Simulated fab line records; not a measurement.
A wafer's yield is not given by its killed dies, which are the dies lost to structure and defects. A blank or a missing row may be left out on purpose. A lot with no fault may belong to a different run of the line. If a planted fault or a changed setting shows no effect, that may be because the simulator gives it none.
Chamber matching | flow n5 finfet | N5_BEOL_M3_ETCH_64 on rie diel-05 has 4 sister chambers
The step etches SOC in N2/H2, target depth 75 nm, overetch 15 nm, time 112.5 s. 22 wafers are shown with their chamber, then 11 later ones without.

== WAFERS, EACH WITH ITS CHAMBER ==
wafer  | chamber | showerhead plenum p Torr (Torr) | throttle valve pct (%) | drypump motor current A (A)
L074.1 | 1       | 2.59                            | 18.12                  | 6.2
L074.4 | 3       | 2.42                            | 17.68                  | 5.3
L074.6 | 3       | 2.42                            | 17.70                  | 5.4
L083.2 | 2       | 2.43                            | 18.03                  | 5.7
L083.5 | 1       | 2.58                            | 18.16                  | 6.2
L083.6 | 3       | 2.42                            | 17.72                  | 5.4
L084.1 | 3       | 2.42                            | 17.73                  | 5.3
L084.3 | 1       | 2.58                            | 18.18                  | 6.2
L084.5 | 1       | 2.58                            | 18.17                  | 6.2
L086.1 | 3       | 2.41                            | 17.74                  | 5.3
L086.2 | 2       | 2.42                            | 18.03                  | 5.6
L086.3 | 0       | 2.63                            | 18.25                  | 5.0
L089.1 | 1       | 2.58                            | 18.17                  | 6.1
L089.4 | 3       | 2.41                            | 17.73                  | 5.4
L089.6 | 2       | 2.42                            | 18.03                  | 5.7
L090.1 | 1       | 2.58                            | 18.19                  | 6.2
L090.5 | 3       | 2.41                            | 17.73                  | 5.4
L090.6 | 2       | 2.42                            | 18.04                  | 5.7
L092.2 | 1       | 2.58                            | 18.19                  | 6.2
L092.4 | 2       | 2.42                            | 18.03                  | 5.7
L092.5 | 3       | 2.41                            | 17.74                  | 5.4
L076.2 | 2       | 2.42                            | 18.06                  | 5.7

SIGNATURES, as means of the wafers listed above
reading                  | chamber 0 | chamber 1 | chamber 2 | chamber 3 | scatter within a chamber
showerhead plenum p Torr | 2.6300    | 2.5814    | 2.4217    | 2.4150    | 0.00453
throttle valve pct       | 18.2500   | 18.1686   | 18.0367   | 17.7212   | 0.0201
drypump motor current A  | 5.000     | 6.186     | 5.683     | 5.362     | 0.0445
Rule: a wafer's distance from a chamber is the root of the sum, over the readings, of the square of ((its reading less the chamber's mean) divided by the reading's scatter). If the next closest chamber is less than 2 further off than the closest, the wafer can't be placed; otherwise it belongs to the closest. The scatter: take each reading less its chamber's mean, square it, sum over the shown wafers, divide by the number of wafers less the number of chambers, and take the root.

== WAFERS WHOSE CHAMBER IS MISSING ==
wafer  | showerhead plenum p Torr (Torr) | throttle valve pct (%) | drypump motor current A (A)
L076.3 | 2.41                            | 17.74                  | 5.4
L076.5 | 2.41                            | 18.06                  | 5.7
L095.1 | 2.41                            | 17.75                  | 5.4
L095.3 | 2.57                            | 18.20                  | 6.2
L095.6 | 2.57                            | 18.20                  | 6.2
L097.1 | 2.41                            | 18.07                  | 5.6
L097.3 | 2.62                            | 18.30                  | 4.9
L097.6 | 2.62                            | 18.29                  | 4.9
L096.1 | 2.41                            | 18.07                  | 5.7
L096.3 | 2.40                            | 17.76                  | 5.3
L096.4 | 2.62                            | 18.29                  | 5.0

== EACH ONE'S CHAMBER ==
wafer  | from the rows above | in truth
L076.3 | 3                   | 3
L076.5 | 2                   | 2
L095.1 | 3                   | 3
L095.3 | 1                   | 1
L095.6 | 1                   | 1
L097.1 | 2                   | 2
L097.3 | 0                   | 0
L097.6 | 0                   | 0
L096.1 | 2                   | 2
L096.3 | 3                   | 3
L096.4 | 0                   | 0
Placed correctly: 11 of 11. From these rows, 0 cannot be placed. Wrongly placed: 0.
